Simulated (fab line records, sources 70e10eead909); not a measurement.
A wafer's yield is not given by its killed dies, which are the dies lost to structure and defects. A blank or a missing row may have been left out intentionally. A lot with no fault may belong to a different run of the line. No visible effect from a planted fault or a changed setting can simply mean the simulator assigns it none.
The tool behind it: which one? | flow nand harc | 21 wafers from 7 lots sampled at 3 of the route's 1159 steps

WHAT THE GAUGES SHOWED, per wafer
NHARC_P_GATE_INSPECT_68.
lot  | measured     | on                | raw defect count
L688 | day 5 20:20  | defect inspect-02 | 130 114 124
L693 | day 7 04:16  | defect inspect-01 | 141 209 139
L702 | day 9 07:16  | defect inspect-01 | 196 203 161
L703 | day 9 13:49  | defect inspect-02 | 119 163 106
L704 | day 10 00:37 | defect inspect-01 | 242 206 274
L708 | day 10 14:56 | defect inspect-01 | 335 177 220
L709 | day 11 03:32 | defect inspect-01 | 208 185 214

WHAT TOOL EACH LOT RAN ON (gives the tool, then ch and the chambers of the sampled wafers, and finally the start)
lot  | NHARC_P_GATE_RTA_64              | NHARC_P_GATE_DEGAS_109
L688 | rtp anneal-01 ch 0, day 5 19:10  | pvd sputter-03, day 5 19:23
L693 | rtp anneal-02 ch 0, day 7 03:02  | pvd sputter-03, day 7 03:17
L702 | rtp anneal-01 ch 0, day 9 06:01  | pvd sputter-02, day 9 06:19
L703 | rtp anneal-01 ch 0, day 9 12:33  | pvd sputter-03, day 9 12:52
L704 | rtp anneal-02 ch 0, day 9 23:16  | pvd sputter-01, day 9 23:32
L708 | rtp anneal-01 ch 0, day 10 13:32 | pvd sputter-02, day 10 13:52
L709 | rtp anneal-02 ch 0, day 11 02:07 | pvd sputter-01, day 11 02:24
- NHARC_P_GATE_RTA_64: time 1 s.
- NHARC_P_GATE_DEGAS_109: time 60 s.

THE ANSWER, worked out from the rows above alone
Rule: the usual values come from the lots themselves. The widest of any qualifying gaps counts: lots, ordered by their means at a reading, are off when they make up no more than a third of the lots, leave a main group of 4 or more, and stand apart from it by 3 or more times the standard deviation of that group's means. If all means in a main group match to the digits the tables above print for the reading, that group is not used. Also off: a lot with no number at a reading for which 4 or more lots have one. Where the step has rows for the other lots, those lots are counted as sound.
None of the lots is off at any reading shown; this tells nothing.

WHAT THE SIMULATOR PUT IN
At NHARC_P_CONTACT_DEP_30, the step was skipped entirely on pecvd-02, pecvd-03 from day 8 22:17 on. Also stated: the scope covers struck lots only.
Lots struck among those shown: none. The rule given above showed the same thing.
